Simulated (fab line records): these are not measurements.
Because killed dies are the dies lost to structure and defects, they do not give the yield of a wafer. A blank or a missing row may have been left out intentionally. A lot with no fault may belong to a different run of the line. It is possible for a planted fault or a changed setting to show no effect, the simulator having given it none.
Which of the tools did it?    flow nandHarc    24 lots, 72 wafers sampled, at 6 steps of a route of 1302

== WHAT EACH GAUGE READ, for each wafer ==
The record holds no reading of a measuring or inspecting step that can be judged against a usual standard deviation.

== TOOL THAT RAN EACH LOT (tool first, then ch and the chambers of the sampled wafers, then the start) ==
lot   NHARC_A_CONTACT_ETCH_51                       NHARC_A_CONTACT_ETCH_117            NHARC_A_CONTACT_STRIP_55                      NHARC_A_CONTACT_ETCH_75            NHARC_A_CONTACT_ETCH_77                       NHARC_A_CONTACT_ETCH_126
L074  rieDiel-05 ch 2,3, day 21 13:31 or earlier    harCapEtch-01 ch 0,1, day 21 13:31  rieDiel-05 ch 1,2,3, day 21 21:26 or earlier  rieDiel-06 ch 1,2, day 21 21:26    rieDiel-06 ch 1,2,3, day 21 23:19 or earlier  harCapEtch-02 ch 0,1, day 21 23:19
L075  rieDiel-05 ch 1,2,3, day 21 23:34 or earlier  harCapEtch-03 ch 0,1, day 21 23:34  rieDiel-05 ch 0,2, day 22 07:12 or earlier    rieDiel-05 ch 1,2,3, day 22 07:12  rieDiel-05 ch 0,1,3, day 22 09:02 or earlier  harCapEtch-03 ch 0, day 22 09:02
L078  rieDiel-10 ch 0,2,3, day 22 21:27 or earlier  harCapEtch-02 ch 0,1, day 22 21:27  rieDiel-10 ch 0,1,3, day 23 05:31 or earlier  rieDiel-06 ch 0,2,3, day 23 05:31  rieDiel-06 ch 0,1,2, day 23 07:22 or earlier  harCapEtch-03 ch 0,1, day 23 07:22
L076  rieDiel-05 ch 0,1,2, day 22 21:35 or earlier  harCapEtch-03 ch 0,1, day 22 21:35  rieDiel-05 ch 0,3, day 23 06:12 or earlier    rieDiel-05 ch 0,1,3, day 23 06:12  rieDiel-05 ch 1,3, day 23 08:01 or earlier    harCapEtch-01 ch 0, day 23 08:01
L079  rieDiel-06 ch 1,2,3, day 23 02:54 or earlier  harCapEtch-01 ch 0,1, day 23 02:54  rieDiel-10 ch 0,3, day 23 10:29 or earlier    rieDiel-06 ch 1,3, day 23 10:29    rieDiel-06 ch 1,3, day 23 12:28 or earlier    harCapEtch-02 ch 0,1, day 23 12:28
L077  rieDiel-05 ch 0,1,3, day 23 05:44 or earlier  harCapEtch-02 ch 0,1, day 23 05:44  rieDiel-05 ch 0,1,2, day 23 14:48 or earlier  rieDiel-10 ch 0,1,2, day 23 14:48  rieDiel-10 ch 0,1,2, day 23 16:49 or earlier  harCapEtch-01 ch 0,1, day 23 16:49
L081  rieDiel-06 ch 0,2, day 23 17:31 or earlier    harCapEtch-03 ch 0,1, day 23 17:31  rieDiel-05 ch 1,3, day 24 02:28 or earlier    rieDiel-05 ch 1,2,3, day 24 02:28  rieDiel-05 ch 0,1,3, day 24 04:20 or earlier  harCapEtch-02 ch 0,1, day 24 04:20
L080  rieDiel-05 ch 1,2, day 24 03:34 or earlier    harCapEtch-03 ch 0,1, day 24 03:34  rieDiel-06 ch 0,1,2, day 24 12:34 or earlier  rieDiel-05 ch 0,1, day 24 12:34    rieDiel-05 ch 0,1,2, day 24 14:25 or earlier  harCapEtch-03 ch 1, day 24 14:25
L084  rieDiel-05 ch 0,2,3, day 25 02:24 or earlier  harCapEtch-01 ch 0,1, day 25 02:24  rieDiel-06 ch 0,1,3, day 25 09:43 or earlier  rieDiel-10 ch 1,2, day 25 09:43    rieDiel-10 ch 0,1,2, day 25 14:27 or earlier  harCapEtch-01 ch 0,1, day 25 14:27
L082  rieDiel-10 ch 1,2, day 25 03:44 or earlier    harCapEtch-03 ch 0,1, day 25 03:44  rieDiel-10 ch 0,1, day 25 13:19 or earlier    rieDiel-06 ch 0,3, day 25 13:19    rieDiel-06 ch 2,3, day 25 15:32 or earlier    harCapEtch-03 ch 0,1, day 25 15:32
L083  rieDiel-05 ch 1,2,3, day 25 04:04 or earlier  harCapEtch-02 ch 0,1, day 25 04:04  rieDiel-06 ch 0,1,2, day 25 13:20 or earlier  rieDiel-06 ch 0,2,3, day 25 13:20  rieDiel-06 ch 0,2,3, day 25 16:13 or earlier  harCapEtch-02 ch 0,1, day 25 16:13
L085  rieDiel-05 ch 0,2, day 26 10:58 or earlier    harCapEtch-01 ch 0,1, day 26 10:58  rieDiel-06 ch 0,3, day 27 00:12 or earlier    rieDiel-05 ch 0,1,3, day 27 00:12  rieDiel-05 ch 0,1,3, day 27 02:05 or earlier  harCapEtch-02 ch 0,1, day 27 02:05
L086  rieDiel-05 ch 1,3, day 26 17:23 or earlier    harCapEtch-03 ch 0,1, day 26 17:23  rieDiel-06 ch 1,2, day 27 03:22 or earlier    rieDiel-05 ch 0,1, day 27 03:22    rieDiel-05 ch 1,2,3, day 27 05:13 or earlier  harCapEtch-01 ch 0, day 27 05:13
L087  rieDiel-06 ch 1,2, day 27 07:19 or earlier    harCapEtch-03 ch 0,1, day 27 07:19  rieDiel-05 ch 0,1, day 27 15:59 or earlier    rieDiel-05 ch 0,1,3, day 27 15:59  rieDiel-05 ch 0,3, day 27 17:49 or earlier    harCapEtch-02 ch 0,1, day 27 17:49
L088  rieDiel-05 ch 1,2, day 27 10:39 or earlier    harCapEtch-02 ch 0,1, day 27 10:39  rieDiel-05 ch 0,1,2, day 27 18:02 or earlier  rieDiel-05 ch 1,2,3, day 27 18:02  rieDiel-05 ch 1,2, day 27 19:52 or earlier    harCapEtch-03 ch 0, day 27 19:52
L089  rieDiel-05 ch 0,2,3, day 27 12:32 or earlier  harCapEtch-03 ch 0,1, day 27 12:32  rieDiel-05 ch 0,1,2, day 27 19:52 or earlier  rieDiel-06 ch 0,1,2, day 27 19:52  rieDiel-06 ch 0,1,2, day 27 21:41 or earlier  harCapEtch-01 ch 0,1, day 27 21:41
L090  rieDiel-05 ch 2,3, day 28 00:26 or earlier    harCapEtch-02 ch 0,1, day 28 00:26  rieDiel-05 ch 0,1,3, day 28 07:43 or earlier  rieDiel-06 ch 1,2,3, day 28 07:43  rieDiel-06 ch 1,2, day 28 09:32 or earlier    harCapEtch-03 ch 0,1, day 28 09:32
L091  rieDiel-05 ch 1,2,3, day 28 01:43 or earlier  harCapEtch-03 ch 0,1, day 28 01:43  rieDiel-05 ch 0,1,3, day 28 10:55 or earlier  rieDiel-05 ch 0,1,3, day 28 10:55  rieDiel-05 ch 0,1,3, day 28 12:46 or earlier  harCapEtch-02 ch 0,1, day 28 12:46
L093  rieDiel-05 ch 0,1,2, day 28 16:07             harCapEtch-01 ch 0,1, day 28 18:07  rieDiel-10 ch 0,1,3, day 29 01:32 or earlier  rieDiel-06 ch 0,1,2, day 29 01:32  rieDiel-06 ch 0,1,2, day 29 03:21 or earlier  harCapEtch-01 ch 0, day 29 03:21
L092  rieDiel-05 ch 0,3, day 28 22:41 or earlier    harCapEtch-02 ch 0,1, day 28 22:41  rieDiel-10 ch 0,1, day 29 07:19 or earlier    rieDiel-05 ch 0,2,3, day 29 07:19  rieDiel-05 ch 0,2,3, day 29 09:12 or earlier  harCapEtch-03 ch 0,1, day 29 09:12
L095  rieDiel-06 ch 0,2,3, day 29 20:29 or earlier  harCapEtch-03 ch 0,1, day 29 20:29  rieDiel-05 ch 0,1,3, day 30 03:44 or earlier  rieDiel-10 ch 0,1,3, day 30 03:44  rieDiel-10 ch 0,1,2, day 30 05:34 or earlier  harCapEtch-01 ch 0,1, day 30 05:34
L094  rieDiel-05 ch 0,1, day 29 21:38 or earlier    harCapEtch-02 ch 0,1, day 29 21:38  rieDiel-05 ch 0,2,3, day 30 04:51 or earlier  rieDiel-05 ch 0,1,3, day 30 04:51  rieDiel-05 ch 0,3, day 30 06:46 or earlier    harCapEtch-03 ch 0,1, day 30 06:46
L096  rieDiel-10 ch 0,1,3, day 30 12:13 or earlier  harCapEtch-02 ch 0,1, day 30 12:13  rieDiel-05 ch 0,2, day 30 21:16 or earlier    rieDiel-05 ch 0,1,2, day 30 21:16  rieDiel-05 ch 0,1,2, day 30 23:05 or earlier  harCapEtch-02 ch 0,1, day 30 23:05
L097  rieDiel-10 ch 0,2,3, day 31 00:23 or earlier  harCapEtch-01 ch 0,1, day 31 00:23  rieDiel-05 ch 1,3, day 31 10:01 or earlier    rieDiel-10 ch 1,3, day 31 10:01    rieDiel-10 ch 1,2, day 31 11:50 or earlier    harCapEtch-01 ch 0,1, day 31 11:50
- NHARC_A_CONTACT_ETCH_51: etches the open film in O2/COS, target depth 7000 nm, time 1820 s.
- NHARC_A_CONTACT_ETCH_117: etches the open film in C4F8/O2/Ar, time 190 s, target depth 1850 nm.
- NHARC_A_CONTACT_STRIP_55: strips in O2.
- NHARC_A_CONTACT_ETCH_75: etches the open film in CF4, target depth 39 nm, time 65 s.
- NHARC_A_CONTACT_ETCH_77: etches the open film in CF4/CHF3, target depth 108.9 nm, time 54.5 s.
- NHARC_A_CONTACT_ETCH_126: etches the open film in C4F8/O2/Ar, time 197 s, target depth 1918 nm.

== WHAT THE TOOLS THEMSELVES READ (means of the sampled wafers that have a number; where no wafer has one, the mark that the record gives instead) ==
NHARC_A_CONTACT_ETCH_51. Usual: drypumpMotorCurrentA 5.8 A, standard deviation 0.49; oesProductAu 1.003 a.u., standard deviation 0.0097; rfVppV 313.5 V, standard deviation 2.4; showerheadPlenumPTorr 3.08 Torr, standard deviation 0.17; throttleValvePct 28.332 %, standard deviation 0.0085.
lot   tool        drypumpMotorCurrentA (A)  oesProductAu (a.u.)  rfVppV (V)  showerheadPlenumPTorr (Torr)  throttleValvePct (%)  flag
L074  rieDiel-05  6.1                       0.994                311.4       2.92                          28.340                
L075  rieDiel-05  5.9                       1.000                311.5       2.93                          28.331                
L078  rieDiel-10  5.5                       1.000                313.4       3.09                          28.332                
L076  rieDiel-05  6.1                       0.992                312.4       3.04                          28.329                
L079  rieDiel-06  5.3                       1.009                311.9       3.05                          28.337                
L077  rieDiel-05  5.8                       1.002                313.8       3.06                          28.330                
L081  rieDiel-06  5.8                       0.992                314.2       3.16                          28.327                
L080  rieDiel-05  6.0                       1.003                310.8       2.92                          28.329                
L084  rieDiel-05  6.0                       0.994                313.5       3.05                          28.330                
L082  rieDiel-10  6.2                       0.994                315.4       3.16                          28.335                
L083  rieDiel-05  5.9                       1.008                311.4       2.93                          28.328                
L085  rieDiel-05  6.2                       0.992                317.2       3.32                          28.338                
L086  rieDiel-05  5.7                       1.014                311.1       2.93                          28.338                
L087  rieDiel-06  5.5                       1.013                311.8       2.99                          28.336                
L088  rieDiel-05  6.0                       1.006                313.7       3.07                          28.337                
L089  rieDiel-05  6.0                       1.000                315.0       3.21                          28.333                
L090  rieDiel-05  5.7                       1.006                312.8       3.10                          28.336                
L091  rieDiel-05  5.9                       1.003                313.7       3.08                          28.332                
L093  rieDiel-05  6.1                       1.004                314.9       3.19                          28.330                
L092  rieDiel-05  5.9                       1.007                315.0       3.18                          28.329                
L095  rieDiel-06  5.4                       1.005                313.5       3.09                          28.331                
L094  rieDiel-05  6.0                       1.001                315.2       3.16                          28.323                
L096  rieDiel-10  5.7                       1.013                315.1       3.18                          28.337                
L097  rieDiel-10  5.5                       1.009                316.0       3.22                          28.337                

NHARC_A_CONTACT_STRIP_55. Usual: drypumpMotorCurrentA 5.9 A, standard deviation 0.49; oesProductAu 1.003 a.u., standard deviation 0.0097; rfVppV 57.8 V, standard deviation 0.95; showerheadPlenumPTorr 3.49 Torr, standard deviation 0.18; throttleValvePct 17.037 %, standard deviation 0.0084.
lot   tool        drypumpMotorCurrentA (A)  oesProductAu (a.u.)  rfVppV (V)  showerheadPlenumPTorr (Torr)  throttleValvePct (%)  flag
L074  rieDiel-05  5.9                       0.999                57.6        3.32                          17.044                
L075  rieDiel-05  6.2                       0.989                58.9        3.58                          17.040                
L078  rieDiel-10  5.7                       0.997                57.8        3.45                          17.036                
L076  rieDiel-05  5.6                       0.994                57.6        3.48                          17.036                
L079  rieDiel-10  5.4                       1.002                56.8        3.38                          17.029                
L077  rieDiel-05  6.1                       1.002                58.0        3.44                          17.035                
L081  rieDiel-05  5.7                       1.009                58.3        3.32                          17.033                
L080  rieDiel-06  5.7                       0.999                57.8        3.48                          17.043                
L084  rieDiel-06  5.9                       1.008                58.4        3.44                          17.042                
L082  rieDiel-10  6.2                       1.005                57.7        3.41                          17.034                
L083  rieDiel-06  5.7                       1.006                57.3        3.47                          17.027                
L085  rieDiel-06  6.0                       1.014                57.5        3.51                          17.038                
L086  rieDiel-06  5.5                       1.008                56.9        3.39                          17.039                
L087  rieDiel-05  5.9                       1.000                57.1        3.44                          17.039                
L088  rieDiel-05  6.1                       1.002                58.6        3.61                          17.042                
L089  rieDiel-05  6.1                       0.996                58.3        3.61                          17.036                
L090  rieDiel-05  5.8                       1.008                58.2        3.45                          17.037                
L091  rieDiel-05  5.8                       1.001                56.5        3.45                          17.035                
L093  rieDiel-10  5.7                       1.007                58.0        3.60                          17.036                
L092  rieDiel-10  5.9                       0.999                58.2        3.69                          17.038                
L095  rieDiel-05  5.8                       1.014                57.4        3.45                          17.045                
L094  rieDiel-05  6.0                       0.998                58.3        3.62                          17.030                
L096  rieDiel-05  6.2                       1.000                58.9        3.74                          17.039                
L097  rieDiel-05  5.5                       1.006                57.4        3.32                          17.033                

NHARC_A_CONTACT_ETCH_75. Usual: drypumpMotorCurrentA 5.8 A, standard deviation 0.55; oesProductAu 1.005 a.u., standard deviation 0.0099; rfVppV 151.1 V, standard deviation 1.3; showerheadPlenumPTorr 1.75 Torr, standard deviation 0.087; throttleValvePct 13.284 %, standard deviation 0.0093.
lot   tool        drypumpMotorCurrentA (A)  oesProductAu (a.u.)  rfVppV (V)  showerheadPlenumPTorr (Torr)  throttleValvePct (%)  flag
L074  rieDiel-06  5.1                       1.002                151.3       1.75                          13.290                
L075  rieDiel-05  5.9                       0.998                150.0       1.66                          13.277                
L078  rieDiel-06  5.4                       1.001                150.5       1.77                          13.286                
L076  rieDiel-05  5.8                       1.003                151.6       1.74                          13.287                
L079  rieDiel-06  5.8                       1.000                150.1       1.69                          13.283                
L077  rieDiel-10  6.0                       0.991                150.9       1.74                          13.280                
L081  rieDiel-05  5.9                       1.003                149.1       1.66                          13.286                
L080  rieDiel-05  5.9                       1.003                150.4       1.73                          13.278                
L084  rieDiel-10  6.3                       0.997                150.9       1.76                          13.285                
L082  rieDiel-06  6.0                       1.013                152.1       1.76                          13.282                
L083  rieDiel-06  5.4                       1.011                151.4       1.76                          13.278                
L085  rieDiel-05  5.8                       1.011                150.9       1.73                          13.281                
L086  rieDiel-05  5.9                       0.994                150.7       1.73                          13.297                
L087  rieDiel-05  5.8                       1.011                151.7       1.73                          13.283                
L088  rieDiel-05  5.9                       1.001                150.7       1.75                          13.286                
L089  rieDiel-06  5.6                       1.011                150.7       1.74                          13.292                
L090  rieDiel-06  5.3                       1.004                151.5       1.71                          13.277                
L091  rieDiel-05  5.8                       1.006                150.6       1.73                          13.283                
L093  rieDiel-06  5.6                       1.008                150.9       1.73                          13.291                
L092  rieDiel-05  6.0                       1.001                151.7       1.81                          13.280                
L095  rieDiel-10  5.7                       1.016                151.7       1.80                          13.289                
L094  rieDiel-05  5.8                       1.007                151.2       1.73                          13.278                
L096  rieDiel-05  6.1                       0.994                152.1       1.80                          13.286                
L097  rieDiel-10  5.5                       1.003                150.9       1.76                          13.284                

NHARC_A_CONTACT_ETCH_77. Usual: drypumpMotorCurrentA 5.8 A, standard deviation 0.54; oesProductAu 0.938 a.u., standard deviation 0.021; rfVppV 370.0 V, standard deviation 2.7; showerheadPlenumPTorr 1.56 Torr, standard deviation 0.08; throttleValvePct 16.803 %, standard deviation 0.0091.
lot   tool        drypumpMotorCurrentA (A)  oesProductAu (a.u.)  rfVppV (V)  showerheadPlenumPTorr (Torr)  throttleValvePct (%)  flag
L074  rieDiel-06  5.3                       0.970                370.3       1.54                          16.803                
L075  rieDiel-05  5.8                       0.919                370.6       1.54                          16.795                
L078  rieDiel-06  5.6                       0.969                370.0       1.55                          16.809                
L076  rieDiel-05  5.5                       0.924                367.4       1.49                          16.802                
L079  rieDiel-06  5.5                       0.930                368.4       1.52                          16.804                
L077  rieDiel-10  6.0                       0.969                369.0       1.54                          16.804                
L081  rieDiel-05  5.8                       0.923                370.0       1.54                          16.799                
L080  rieDiel-05  6.1                       0.925                369.0       1.53                          16.803                
L084  rieDiel-10  6.0                       0.923                369.6       1.54                          16.804                
L082  rieDiel-06  4.8                       0.936                370.6       1.56                          16.811                
L083  rieDiel-06  5.4                       0.929                370.1       1.57                          16.798                
L085  rieDiel-05  5.8                       0.932                369.0       1.54                          16.807                
L086  rieDiel-05  5.9                       0.972                370.5       1.55                          16.811                
L087  rieDiel-05  5.6                       0.937                370.0       1.55                          16.798                
L088  rieDiel-05  6.2                       0.921                372.9       1.62                          16.804                
L089  rieDiel-06  5.7                       0.935                369.2       1.54                          16.803                
L090  rieDiel-06  5.1                       0.936                369.3       1.54                          16.808                
L091  rieDiel-05  5.8                       0.930                369.7       1.54                          16.796                
L093  rieDiel-06  5.7                       0.979                369.6       1.54                          16.810                
L092  rieDiel-05  6.0                       0.925                372.0       1.62                          16.798                
L095  rieDiel-10  6.0                       0.940                372.6       1.61                          16.794                
L094  rieDiel-05  5.8                       0.926                371.3       1.60                          16.798                
L096  rieDiel-05  6.1                       0.928                371.7       1.60                          16.812                
L097  rieDiel-10  6.1                       0.939                370.6       1.58                          16.803                

== THE ANSWER, worked out from the rows above alone ==
Rule: lot off if the mean of its wafers having a number is beyond 3 standard deviations from the usual mean. A lot without any number at a reading at which 4 lots or more have one is off too. The other lots that the step has rows for count as sound. First the gauges in route order, then the tools' own readings, where a lot's mean is used as printed above. The first step at which some lot is off is used, and at that step the reading that is off furthest; a lot without a number counts as furthest.
Nothing can be told from this: no lot is off at any reading shown.

== WHAT THE SIMULATOR HAD PUT IN ==
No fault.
